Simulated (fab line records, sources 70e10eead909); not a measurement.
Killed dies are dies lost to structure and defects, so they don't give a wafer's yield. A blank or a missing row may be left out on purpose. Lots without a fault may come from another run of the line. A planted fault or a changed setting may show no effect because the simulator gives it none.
A struck lot beside a sound one | flow nand_harc | 17 steps out of a route of 1302
Sound: wafers L102.2, L102.4, L102.5. Struck: wafers L118.2, L118.5, L118.6. The cause comes at the end.
At each step with rows: each side's tool, then ch and its chambers, then its first start. Under that, the readings that differ: sound wafers | struck wafers | difference of the means | sigmas: that difference in standard deviations of wafers without a fault.
alike: readings whose means differ by less than 2 such deviations, and words and numbers that are the same on both sides. not compared: withheld readings, readings that some wafer has no value for, bounds like >300 that may hide the same value, and numbers for which the record gives no deviation and whose values overlap.
The two part at a step that has a row with sigmas, a row that says differs or no value, or rows on one side only. Numbers that don't overlap but have no deviation are shown without sigmas and don't part them. A reading that every wafer of one side lacks parts them only if that side has two wafers or more.

NHARC_A_STAIRCASE_CMP_472: polishes SiO2.
  sound on cmp-02 ch 0,1,2, day 20 23:49; struck on cmp-02 ch 0,3, day 26 21:57
  alike: motor_current_A
then, 1 step without rows for these wafers: NHARC_A_STAIRCASE_SRD_474.
NHARC_A_STAIRCASE_INSPECT_155:
  sound on defect_inspect-02, day 21 00:06; struck on defect_inspect-01, day 26 22:17
  alike: raw_defect_count
NHARC_A_SGD_CUT_DEP_00: deposits SiNx, target thk 50 nm.
  sound on pecvd-04 ch 1,2, day 21 00:12; struck on pecvd-01 ch 1,2, day 26 22:25
  alike: heater_power_w
then, 7 steps without rows for these wafers: NHARC_A_SGD_CUT_DEHYDRATE_01 (time 120 s); NHARC_A_SGD_CUT_HMDS_02 (time 30 s); NHARC_A_SGD_CUT_COAT_56 (time 75 s); NHARC_A_SGD_CUT_COAT_57 (time 65 s); NHARC_A_SGD_CUT_COAT_03 (resist thk 90 nm); NHARC_A_SGD_CUT_SOFTBAKE_04 (time 55 s); NHARC_A_SGD_CUT_EBR_05.
NHARC_A_SGD_CUT_EXPOSE_06: exposes mask SGD.
  sound on arfi_scanner-02 ch 0, day 21 00:47; struck on arfi_scanner-02 ch 0, day 26 22:57
  reading              | sound             | struck               | difference | sigmas
  exposure_dose_mJ_cm2 | 85.63 85.61 85.64 | 115.02 114.93 114.99 | +29.35     | +99 or more
  alike: mask, stage_vel_mm_s
then, 2 steps without rows for these wafers: NHARC_A_SGD_CUT_PEB_07 (peb time 65 s); NHARC_A_SGD_CUT_DEVELOP_08 (develop time 35 s).
NHARC_A_SGD_CUT_CD_MEAS_09: target cd 100 nm.
  sound on cd_sem-03 ch 0, day 21 00:55; struck on cd_sem-02 ch 0
  reading    | sound          | struck            | difference | sigmas
  cd_nm (nm) | 99.3 99.7 99.7 | 123.6 123.6 123.8 | +24.1      | +45
  not compared: hold
NHARC_A_SGD_CUT_OVL_MEAS_10:
  the record has rows for the sound wafers here (overlay-01, day 21 01:01) and none for the struck ones
NHARC_END_SORT_01:
  the record has rows for the sound wafers here (prober-02 ch 0, day 26 02:34) and none for the struck ones

WHERE THEY PART
First at NHARC_A_SGD_CUT_EXPOSE_06; last, within this record, at NHARC_END_SORT_01.

WHY: what the simulator had put in
Process parameter drift: arfi_scanner-02, from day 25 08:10 on, at NHARC_A_SGD_CUT_EXPOSE_06. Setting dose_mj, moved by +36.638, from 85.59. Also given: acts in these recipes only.
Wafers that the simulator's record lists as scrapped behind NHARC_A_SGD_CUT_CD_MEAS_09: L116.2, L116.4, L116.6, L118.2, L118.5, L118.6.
